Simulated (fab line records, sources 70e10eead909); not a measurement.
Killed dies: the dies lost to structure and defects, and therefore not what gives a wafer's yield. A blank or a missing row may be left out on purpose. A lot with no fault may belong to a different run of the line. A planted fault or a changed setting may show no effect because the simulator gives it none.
Matching of chambers + flow nand harc + rie diel-06 running NHARC_A_SLIT_DESCUM_14: 4 sister chambers
The step chemistry O2, time 3 s. 7 wafers are shown with their chamber, then 8 later ones without.

== EACH WAFER AND ITS CHAMBER ==
| wafer  | chamber | drypump motor current A (A) | oes product au (a.u.) |
|--------|---------|-----------------------------|-----------------------|
| L076.6 | 3       | 5.9                         | 1.000                 |
| L086.1 | 0       | 5.0                         | 1.005                 |
| L086.3 | 2       | 5.8                         | 1.007                 |
| L085.1 | 1       | 5.2                         | 1.006                 |
| L085.5 | 1       | 5.2                         | 1.014                 |
| L085.6 | 0       | 4.9                         | 0.996                 |
| L094.1 | 3       | 5.9                         | 1.003                 |

== WAFERS WITHOUT THEIR CHAMBER ==
| wafer  | drypump motor current A (A) | oes product au (a.u.) |
|--------|-----------------------------|-----------------------|
| L094.3 | 5.8                         | 0.999                 |
| L094.4 | 5.2                         | 1.006                 |
| L091.1 | 5.8                         | 1.007                 |
| L091.5 | 5.2                         | 1.009                 |
| L091.6 | 5.7                         | 1.005                 |
| L095.1 | 5.2                         | 1.019                 |
| L095.2 | 4.9                         | 0.982                 |
| L095.3 | 5.8                         | 1.011                 |

== WHICH CHAMBER EACH WENT THROUGH ==
| wafer  | from the rows above     | in truth |
|--------|-------------------------|----------|
| L094.3 | can't be placed: 2 or 3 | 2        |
| L094.4 | 1                       | 1        |
| L091.1 | 2                       | 2        |
| L091.5 | 1                       | 1        |
| L091.6 | 2                       | 2        |
| L095.1 | 1                       | 1        |
| L095.2 | 0                       | 0        |
| L095.3 | 2                       | 2        |
Correctly placed: 7 of 8. From these rows, 1 cannot be placed; in 1 the true chamber is one of the candidates. 0 placed wrongly.
How it was worked out, from the rows above alone: a wafer's distance from a chamber is the root of the sum, over the readings, of the square of ((its reading less the chamber's mean) divided by the reading's scatter). The wafer belongs to the nearest chamber; if the next one is less than 2 further off, it can't be placed. Each chamber's mean is taken over the wafers shown for it. The scatter is the square root of a quotient: the sum, over the shown wafers, of each reading's squared deviation from its chamber's mean, divided by wafers minus chambers.
